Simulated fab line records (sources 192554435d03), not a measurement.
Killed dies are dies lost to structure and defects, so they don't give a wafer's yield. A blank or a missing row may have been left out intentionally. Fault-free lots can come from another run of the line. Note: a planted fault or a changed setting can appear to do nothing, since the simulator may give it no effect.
fab line records -- flow n5_finfet
record: lots: 11, wafers: 32, last_day: 17
route steps=1938 shown BEOL_M10@1523 BEOL_M15@1818 MIM_BOT_ETCH@1869 PASSIVATION@1930
lots untouched by any fault: they come from a run of this same line in which no faults occurred
start_h: hours from the record's opening day to when the first of the lot's shown wafers began -- wait_h: how many hours have passed since the lot's step before this one -- " the same as in the row above -- L1.1+2: a single row standing in for several wafers -- - no value, or no start was given -- * or withheld: withheld -- < > ~ a bound
route shown NAME@n: names a module that has steps shown in the file, with the first one's number in the route -- usual: mean/standard deviation of fault-free wafers -- same: alike in all rows -- chamber/n: place in a boat -- sites: each site's reading -- _std_site: the standard deviation of these -- _edge_site: the outer-site mean with the inner-site mean subtracted -- radius_mm: for every site, how far away it sits from the centre of the wafer -- mask NAME#n: copy n -- behind: the last tool/chamber to shape the wafer -- hold: why the lot was held/for how many hours/how that ended -- device: transistor that didn't switch, given as n, p or np -- end of line: at the end of the route, the tests of the same wafers -- for a step that has no rows: nothing shown but its recipe -- killed: dies lost to structure and defects at the first sort, not the wafer's yield -- map: a wafer's dies, x killed, . not, _ none there
set.NAME: setting as actually run; set.NAME@STEP: the setting as run at that earlier step -- model.NAME: the simulator's own value behind a step, which no gauge read
steps of the route over a sample of lots; a table a step, a row a wafer
services: a tool's chamber out of use, with start hour (start_h, from the record's first day; less than 0 if before it), hours out, and reason
== steps ==
step: N5_BEOL_M10_PRE_CLEAN_45
recipe: gas: H2/He, time_s: 30, temp_c: 250
usual: heater_power_w: 324/26
lot.wafer,tool,chamber,start_h,wait_h,heater_power_w
L542.3,pvd_sputter-02,-,207.69,0.0,330
L542.4,pvd_sputter-02,-,207.69,0.0,354
L542.5,pvd_sputter-02,-,207.69,0.0,341
L543.2,pvd_sputter-02,-,216.58,0.0,353
L543.4,pvd_sputter-02,-,216.58,0.0,330
L543.6,pvd_sputter-02,-,216.58,0.0,351
L545.1,pvd_sputter-03,-,225.27,0.0,326
L545.2,pvd_sputter-03,-,225.27,0.0,318
L545.5,pvd_sputter-03,-,225.27,0.0,312
L546.1,pvd_sputter-03,-,228.25,0.0,311
L546.2,pvd_sputter-03,-,228.25,0.0,335
L546.6,pvd_sputter-03,-,228.25,0.0,331
L544.2,pvd_sputter-02,-,231.25,0.0,331
L544.5,pvd_sputter-02,-,231.25,0.0,342
L544.6,pvd_sputter-02,-,231.25,0.0,340
L548.1,pvd_sputter-03,-,238.37,0.0,292
L548.3,pvd_sputter-03,-,238.37,0.0,309
L548.5,pvd_sputter-03,-,238.37,0.0,326
L547.4,pvd_sputter-01,-,248.13,0.0,367
L547.5,pvd_sputter-01,-,248.13,0.0,317
L549.2,pvd_sputter-03,-,266.30,0.0,309
L549.4,pvd_sputter-03,-,266.30,0.0,331
L549.6,pvd_sputter-03,-,266.30,0.0,284
L555.1,pvd_sputter-03,-,293.65,0.0,310
L555.4,pvd_sputter-03,-,293.65,0.0,293
L555.6,pvd_sputter-03,-,293.65,0.0,312
L560.2,pvd_sputter-01,-,331.63,0.0,357
L560.3,pvd_sputter-01,-,331.63,0.0,321
L560.5,pvd_sputter-01,-,331.63,0.0,356
L564.3,pvd_sputter-02,-,357.23,0.0,341
L564.5,pvd_sputter-02,-,357.23,0.0,333
L564.6,pvd_sputter-02,-,357.23,0.0,352
step: N5_BEOL_M15_PRE_CLEAN_42
recipe: gas: H2/He, time_s: 30, temp_c: 300
usual: heater_power_w: 452/36
lot.wafer,tool,chamber,start_h,wait_h,heater_power_w
L542.3,pvd_sputter-01,-,240.03,0.0,547
L542.4,pvd_sputter-01,-,240.03,0.0,449
L542.5,pvd_sputter-01,-,240.03,0.0,457
L543.2,pvd_sputter-02,-,254.80,0.0,436
L543.4,pvd_sputter-02,-,254.80,0.0,459
L543.6,pvd_sputter-02,-,254.80,0.0,398
L545.1,pvd_sputter-03,-,254.98,0.0,466
L545.2,pvd_sputter-03,-,254.98,0.0,431
L545.5,pvd_sputter-03,-,254.98,0.0,456
L546.1,pvd_sputter-03,-,266.64,0.0,449
L546.2,pvd_sputter-03,-,266.64,0.0,434
L546.6,pvd_sputter-03,-,266.64,0.0,438
L544.2,pvd_sputter-03,-,269.00,0.0,452
L544.5,pvd_sputter-03,-,269.00,0.0,463
L544.6,pvd_sputter-03,-,269.00,0.0,441
L548.1,pvd_sputter-02,-,276.41,0.0,444
L548.3,pvd_sputter-02,-,276.41,0.0,475
L548.5,pvd_sputter-02,-,276.41,0.0,492
L547.4,pvd_sputter-01,-,279.43,0.0,426
L547.5,pvd_sputter-01,-,279.43,0.0,439
L549.2,pvd_sputter-01,-,299.23,0.0,538
L549.4,pvd_sputter-01,-,299.23,0.0,508
L549.6,pvd_sputter-01,-,299.23,0.0,529
L555.1,pvd_sputter-02,-,327.24,0.0,431
L555.4,pvd_sputter-02,-,327.24,0.0,481
L555.6,pvd_sputter-02,-,327.24,0.0,394
L560.2,pvd_sputter-01,-,362.74,0.0,525
L560.3,pvd_sputter-01,-,362.74,0.0,497
L560.5,pvd_sputter-01,-,362.74,0.0,507
L564.3,pvd_sputter-03,-,386.45,0.0,402
L564.5,pvd_sputter-03,-,386.45,0.0,459
L564.6,pvd_sputter-03,-,386.45,0.0,400
step: N5_MIM_BOT_ETCH_STRIP_01
recipe: chemistry: O2, power_w: 600, temp_c: 60, pressure_mtorr: 30, rf_frequency_hz: 6e+07, bias_power_w: 0, overash_fraction: 0.5, o2_flow_sccm: 225
usual: drypump_motor_current_A: 5.3/0.51, oes_product_au: 0.82/0.092, rf_vpp_V: 3.7/1.3, showerhead_plenum_p_Torr: 2.08/0.087, throttle_valve_pct: 16.56/0.21
lot.wafer,tool,chamber,start_h,wait_h,drypump_motor_current_A,oes_product_au,rf_hours_counter_h,rf_vpp_V,showerhead_plenum_p_Torr,throttle_valve_pct
L542.3,rie_diel-04,0,249.00,0.1,5.4,0.95,14,2.9,2.03,16.56
L542.4,rie_diel-04,1,249.00,0.1,5.3,0.88,27,2.7,2.25,16.51
L542.5,rie_diel-04,2,249.00,0.1,5.3,0.69,-,2.8,2.02,16.75
L543.2,rie_diel-05,3,259.96,0.2,4.9,0.71,215,3.5,2.00,16.92
L543.4,rie_diel-05,2,259.96,0.2,5.2,0.81,-,3.3,2.13,16.39
L543.6,rie_diel-05,3,259.96,0.2,4.9,0.71,-,3.2,2.00,16.90
L545.1,rie_diel-04,3,260.22,0.1,4.9,0.68,233,4.1,2.14,16.92
L545.2,rie_diel-04,2,260.22,0.1,5.3,0.69,225,1.8,2.02,16.73
L545.5,rie_diel-04,2,260.22,0.1,5.3,0.69,-,4.4,2.02,16.69
L546.1,rie_diel-04,3,271.99,0.1,4.9,0.67,237,1.8,2.14,16.97
L546.2,rie_diel-04,1,271.99,0.1,5.3,0.88,35,3.1,2.24,16.53
L546.6,rie_diel-04,3,271.99,0.1,4.9,0.67,-,1.7,2.14,16.93
L544.2,rie_diel-04,1,275.13,0.1,5.4,0.88,36,5.6,2.24,16.48
L544.5,rie_diel-04,0,275.13,0.1,5.4,0.92,-,3.3,2.02,16.53
L544.6,rie_diel-04,3,275.13,0.1,4.9,0.67,-,2.4,2.14,16.95
L548.1,rie_diel-01,2,283.71,0.1,6.3,0.94,20,5.2,2.03,16.38
L548.3,rie_diel-01,1,283.71,0.1,4.7,0.69,238,3.2,2.14,16.83
L548.5,rie_diel-01,2,283.71,0.1,6.3,0.93,-,6.0,2.03,16.40
L547.4,rie_diel-04,3,285.36,0.3,4.8,0.65,243,6.1,2.14,16.97
L547.5,rie_diel-04,1,285.36,0.3,5.3,0.87,-,4.9,2.24,16.55
L549.2,rie_diel-01,3,305.78,0.2,4.8,0.89,35,3.7,2.06,16.35
L549.4,rie_diel-01,2,305.78,0.2,6.3,0.91,29,7.8,2.03,16.39
L549.6,rie_diel-01,3,305.78,0.2,4.8,0.91,-,2.6,2.06,16.40
L555.1,rie_diel-05,1,334.30,0.1,6.4,0.72,215,5.3,1.99,16.73
L555.4,rie_diel-05,2,334.30,0.1,5.2,0.79,112,2.7,2.12,16.42
L555.6,rie_diel-05,1,334.30,0.1,6.5,0.70,-,3.4,1.99,16.73
L560.2,rie_diel-04,2,372.05,0.1,5.3,0.95,8,2.2,2.28,16.24
L560.3,rie_diel-04,3,372.05,0.1,4.8,0.94,19,2.4,2.13,16.48
L560.5,rie_diel-04,1,372.05,0.1,5.3,0.83,-,3.0,2.23,16.60
L564.3,rie_diel-01,2,393.52,0.1,6.3,0.86,63,3.1,2.02,16.47
L564.5,rie_diel-01,2,393.52,0.1,6.3,0.85,-,4.3,2.02,16.46
L564.6,rie_diel-01,3,393.52,0.1,4.8,0.84,-,3.1,2.05,16.35
step: N5_PASSIVATION_ETCH_54
recipe: chemistry: CHF3/O2, target: SiO2, target_depth_a: 8800, CHF3_flow_sccm: 50, O2_flow_sccm: 5, Ar_flow_sccm: 200, time_s: 440, mask_material: PR, pressure_mtorr: 30, source_w: 650, bias_w: 170, ion_energy_ev: 200
usual: drypump_motor_current_A: 5.4/0.58, oes_product_au: 0.83/0.086, rf_vpp_V: 526/15, showerhead_plenum_p_Torr: 2.39/0.085, throttle_valve_pct: 18.65/0.26
lot.wafer,tool,chamber,start_h,wait_h,drypump_motor_current_A,oes_product_au,rf_hours_counter_h,rf_vpp_V,showerhead_plenum_p_Torr,throttle_valve_pct
L542.3,rie_diel-05,2,258.20,0.1,5.2,0.80,94,526,2.43,18.45
L542.4,rie_diel-05,3,258.20,0.1,4.8,0.71,-,502,2.30,18.99
L542.5,rie_diel-05,2,258.20,0.1,5.2,0.80,-,527,2.43,18.44
L543.2,rie_diel-01,3,265.64,0.1,4.9,0.92,20,527,2.34,18.26
L543.4,rie_diel-01,2,265.64,0.1,6.3,0.92,14,511,2.35,18.56
L543.6,rie_diel-01,3,265.64,0.1,4.9,0.91,-,528,2.34,18.25
L545.1,rie_diel-04,3,265.78,0.1,4.9,0.68,236,555,2.49,19.20
L545.2,rie_diel-04,0,265.78,0.1,5.5,0.93,20,531,2.36,18.86
L545.5,rie_diel-04,2,265.78,0.1,5.3,0.68,-,508,2.28,18.62
L546.1,rie_diel-01,2,279.36,0.1,6.3,0.90,18,510,2.35,18.59
L546.2,rie_diel-01,1,279.36,0.1,4.7,0.70,236,507,2.48,19.07
L546.6,rie_diel-01,2,279.36,0.1,6.3,0.90,-,512,2.35,18.58
L544.2,rie_diel-05,1,279.88,0.1,6.3,0.72,199,529,2.31,18.96
L544.5,rie_diel-05,0,279.88,0.1,5.9,0.86,-,531,2.34,18.37
L544.6,rie_diel-05,1,279.88,0.1,6.4,0.72,-,527,2.31,18.96
L548.1,rie_diel-04,1,288.53,0.1,5.3,0.86,42,542,2.53,18.45
L548.3,rie_diel-04,3,288.53,0.1,4.8,0.68,245,556,2.48,19.21
L548.5,rie_diel-04,2,288.53,0.1,5.3,0.68,-,507,2.28,18.63
L547.4,rie_diel-01,0,293.27,0.1,4.9,0.85,55,549,2.36,18.72
L547.5,rie_diel-01,2,293.27,0.1,6.3,0.90,-,510,2.35,18.58
L549.2,rie_diel-01,0,310.35,0.1,4.9,0.85,60,548,2.36,18.73
L549.4,rie_diel-01,1,310.35,0.1,4.7,0.69,248,506,2.48,19.07
L549.6,rie_diel-01,1,310.35,0.1,4.7,0.69,-,507,2.48,19.09
L555.1,rie_diel-04,3,341.97,0.1,4.8,0.92,10,555,2.48,18.79
L555.4,rie_diel-04,0,341.97,0.1,5.4,0.88,-,530,2.35,18.92
L555.6,rie_diel-04,3,341.97,0.1,4.9,0.93,-,555,2.48,18.80
L560.2,rie_diel-04,3,380.30,0.1,4.8,0.91,22,555,2.47,18.81
L560.3,rie_diel-04,0,380.30,0.1,5.5,0.85,66,532,2.34,18.93
L560.5,rie_diel-04,0,380.30,0.1,5.5,0.86,-,531,2.34,18.95
L564.3,rie_diel-04,0,398.71,0.1,5.5,0.85,72,532,2.34,18.95
L564.5,rie_diel-04,2,398.71,0.1,5.3,0.91,-,516,2.56,18.19
L564.6,rie_diel-04,3,398.71,0.1,4.9,0.89,-,554,2.47,18.80
step: N5_PASSIVATION_PROBE_49
usual: defect_limited_yield: 91.1/1.5, killed_at_M0_to_M3: 35/11, killed_at_M4_up: 13/5.7, killed_at_contacts: 12/5.7, killed_at_front_end: 40/11, killed_at_other: 4/4.4, killed_dies: 105/18, killed_on_rim: 14/3.9, killed_open: 68/14, killed_short: 34/7.4, sort_bin_5_function: 5.2/1, sort_bin_6_memory: 3.3/0.67, sort_bin_8_speed: 0.04/0.29, sort_n_pass: 1074/18, sort_yield_pct: 91.0/1.5
same: gross_dies: 1180, killed_at_back_side: 0, sort_bin_4_leakage[%]: 0
lot.wafer,tool,chamber,start_h,wait_h,defect_limited_yield[%],killed_at_M0_to_M3,killed_at_M4_up,killed_at_contacts,killed_at_front_end,killed_at_other,killed_dies,killed_on_rim,killed_open,killed_short,sort_bin_5_function[%],sort_bin_6_memory[%],sort_bin_8_speed[%],sort_n_pass,sort_yield_pct[%]
L549.2,prober-01,-,313.18,0.1,82.4,38,103,13,53,1,208,36,79,29,11.1,3.8,0,972,82.4
L549.4,prober-01,-,313.28,0.2,80.8,26,145,6,47,2,226,23,71,26,11.8,4.0,0,954,80.8
L549.6,prober-01,-,313.38,0.3,82.3,41,117,4,44,3,209,29,49,44,11.5,3.8,0,971,82.3
L555.1,prober-02,-,345.86,0.3,83.1,17,106,26,49,2,200,29,82,27,10.1,4.2,0,980,83.1
L555.4,prober-02,-,346.01,0.5,83.9,18,126,9,33,4,190,31,54,19,10.2,3.4,0,990,83.9
L555.6,prober-02,-,346.11,0.6,79.2,40,154,19,31,1,245,26,76,40,12.6,5.1,0,935,79.2
killed by level:class
L549.2 BEOL_M10:unspecified=92 FIN_SAQP:geometric_particle:open=14 MOL_CONTACT_COAG:geometric_particle:open=13 BEOL_M3:geometric_particle:open=10 STI_FIN_REVEAL:geometric_particle:open=10 BEOL_M0_SAQP:geometric_particle:open=10 BEOL_M0_SAQP:geometric_particle:short=6 HKMG_FIN:area_etch=6
L549.4 BEOL_M10:unspecified=127 FIN_SAQP:geometric_particle:open=13 STI_FIN_REVEAL:geometric_particle:open=8 BEOL_M4:geometric_particle:open=8 BEOL_M2:geometric_particle:open=7 BEOL_M3:geometric_particle:open=6 FIN_SAQP:geometric_particle:short=5 BEOL_M0_SAQP:geometric_particle:open=5
L549.6 BEOL_M10:unspecified=111 FIN_SAQP:geometric_particle:short=17 BEOL_M0_SAQP:geometric_particle:open=8 BEOL_M3:geometric_particle:open=7 BEOL_M1:geometric_particle:open=6 FIN_SAQP:geometric_particle:open=6 BEOL_M0_SAQP:geometric_particle:short=6 BEOL_M0:geometric_particle:open=4
L555.1 BEOL_M10:unspecified=90 STI_FIN_REVEAL:geometric_particle:open=22 MOL_CONTACT_COAG:geometric_particle:open=20 BEOL_M4:geometric_particle:open=9 GATE_CUT:geometric_particle:open=6 MOL_CONTACT_COAG:geometric_particle:short=6 STI_FIN_REVEAL:geometric_particle:short=5 BEOL_M0_SAQP:geometric_particle:open=4
L555.4 BEOL_M10:unspecified=113 BEOL_M4:geometric_particle:open=8 MOL_CONTACT_COAG:geometric_particle:open=7 STI_FIN_REVEAL:geometric_particle:open=5 FIN_SAQP:geometric_particle:short=4 GATE_CUT:geometric_particle:short=4 BEOL_M0_SAQP:geometric_particle:open=4 BEOL_M1:geometric_particle:open=4
L555.6 BEOL_M10:unspecified=127 MOL_CONTACT_COAG:geometric_particle:open=14 BEOL_M0_SAQP:geometric_particle:short=14 STI_FIN_REVEAL:geometric_particle:open=12 BEOL_M4:geometric_particle:open=11 BEOL_M0_SAQP:geometric_particle:open=8 BEOL_M2:geometric_particle:open=6 MOL_CONTACT_COAG:geometric_particle:short=5
== services ==
tool,chamber,start_h,hours,kind
rie_diel-01,3,197.18,-,clean
rie_diel-01,3,197.18,-,consumable_replace:focus_ring
rie_diel-01,3,197.18,15.6,scheduled_down
rie_diel-01,3,197.18,15.6,vent_cycle
rie_diel-01,2,212.78,-,clean
rie_diel-04,-,240.99,2.6,repair
rie_diel-05,1,254.24,8.0,repair
rie_diel-01,0,269.87,1.4,repair
rie_diel-05,-,282.41,10.9,repair
rie_diel-04,3,299.41,-,clean
rie_diel-04,3,299.41,-,consumable_replace:focus_ring
rie_diel-04,3,299.41,19.9,scheduled_down
rie_diel-04,3,299.41,19.9,vent_cycle
rie_diel-05,2,299.44,23.6,repair
rie_diel-05,1,319.97,6.9,repair
rie_diel-04,2,320.59,4.6,repair
rie_diel-04,2,325.46,-,clean
rie_diel-04,2,325.46,-,consumable_replace:focus_ring
rie_diel-04,2,325.46,-,consumable_replace:showerhead
rie_diel-04,2,325.46,17.0,scheduled_down
rie_diel-04,2,325.46,17.0,vent_cycle
rie_diel-01,1,350.04,2.2,repair
pvd_sputter-03,-,366.40,10.0,repair
rie_diel-01,3,370.96,4.0,repair
== key ==
first_sign: step: N5_PASSIVATION_PROBE_49, reading: killed_at_M4_up, direction: up, sigmas: 19, usual: 13, struck: 125
effect: step: N5_PASSIVATION_PROBE_49, reading: defect_limited_yield, direction: down, sigmas: 6.1, usual: 91.1, struck: 81.9
more_kills_born_at: N5_BEOL_M10_PRE_CLEAN_45@pvd_sputter-03: 660
met_at N5_BEOL_M10_PRE_CLEAN_45
struck_lots L549,L555
not_acting_at N5_BEOL_M15_PRE_CLEAN_42,N5_MIM_BOT_ETCH_STRIP_01,N5_PASSIVATION_ETCH_54
onset_between 238.37 266.30
fault: kind: chamber_particle_source, tool: pvd_sputter-03, chamber: -, onset_h: 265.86, steps: N5_BEOL_M10_PRE_CLEAN_45, rate_per_visit_cm2: 1.1008, end_h: 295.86
